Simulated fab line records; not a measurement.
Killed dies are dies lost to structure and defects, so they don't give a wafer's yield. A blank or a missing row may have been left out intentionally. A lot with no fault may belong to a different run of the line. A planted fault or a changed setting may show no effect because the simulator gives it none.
The same fault as seen by 2 desks | flow n5_finfet | what lay behind the numbers comes last; until then each desk has only its own

== AT THE METROLOGY DESK ==
Means of the sampled wafers that have a number, per lot and without regard to the tool the lot ran on: this is what the gauges read. Any lot whose mean is over 4 standard deviations away from the usual mean is out of limits and marked OUT; that distance is given in the brackets. Shown here are 7 of its 11 readings, the ones lying furthest out on some lot.
Columns: A = cd_nm at N5_FIN_SAQP_CD_MEAS_31, usual 8.16 nm; B = ION_N at N5_BEOL_M4_RC_MEAS_101, usual 671 uA/um; C = ION_P at N5_BEOL_M4_RC_MEAS_101, usual 461 uA/um; D = SS_N at N5_BEOL_M4_RC_MEAS_101, usual 71.6 mV/dec; E = SS_P at N5_BEOL_M4_RC_MEAS_101, usual 73.5 mV/dec; F = VT_N at N5_BEOL_M4_RC_MEAS_101, usual 250 mV; G = VT_P at N5_BEOL_M4_RC_MEAS_101, usual -250 mV
lot  | first seen here | A    | B   | C   | D    | E    | F   | G
L833 | day 3 19:32     | 8.23 | 658 | 458 | 71.5 | 74.1 | 251 | -247
L835 | day 4 07:46     | 8.12 | 679 | 469 | 71.7 | 73.5 | 246 | -248
L836 | day 4 13:55     | 7.89 | 680 | 459 | 71.6 | 73.8 | 248 | -251
L840 | day 5 13:08     | 8.34 | 663 | 459 | 71.5 | 73.6 | 252 | -253
L842 | day 6 01:23     | 8.08 | 688 | 470 | 71.6 | 73.2 | 248 | -250
L849 | day 7 21:02     | 8.07 | 672 | 463 | 72.2 | 74.0 | 248 | -248
This desk found nothing out of limits on any of the 6 lots.

== THE TOOL OWNER'S DESK: rie_si-01 ==
The tool's own readings at N5_FIN_SAQP_ETCH_64 (etches SiO2 in CF4, target depth 1.5 nm): means of the sampled wafers that have a number, for each lot that ran on this tool. Any lot whose mean is over 4 standard deviations away from the usual mean is out of limits and marked OUT; that distance is given in the brackets.
Columns: A = drypump_motor_current_A at N5_FIN_SAQP_ETCH_64, usual 5.4 A; B = oes_product_au at N5_FIN_SAQP_ETCH_64, usual 0.989 a.u.; C = throttle_valve_pct at N5_FIN_SAQP_ETCH_64, usual 21.94 %
lot  | first seen here | A   | B                | C
L836 | day 4 14:14     | 5.3 | 0.994            | 21.93
L840 | day 5 13:27     | 5.7 | 1.088 (+4.7) OUT | 21.82
L842 | day 6 01:41     | 5.2 | 1.167 (+8.5) OUT | 22.22
This desk finds L840, L842 out of limits, L840 being first, at day 5 13:27 (oes_product_au at N5_FIN_SAQP_ETCH_64). L836 stayed within limits.

== ALL TOGETHER ==
The tool owner's desk had the chance to raise an alarm at day 5 13:27 on L840, L842.
Nothing out of limits was seen by the metrology desk.
The metrology desk has L840, L842 on record, within its limits.
The lots listed all ran N5_FIN_SAQP_ETCH_64 on rie_si-01.

== WHAT THE SIMULATOR HAD INSERTED ==
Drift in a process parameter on rie_si-01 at N5_FIN_SAQP_ETCH_64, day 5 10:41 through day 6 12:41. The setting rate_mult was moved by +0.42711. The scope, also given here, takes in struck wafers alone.
Lots struck among those shown: L840, L842.
Hours from the fault's start to each desk's first reading out of limits: the tool owner's desk, 3.
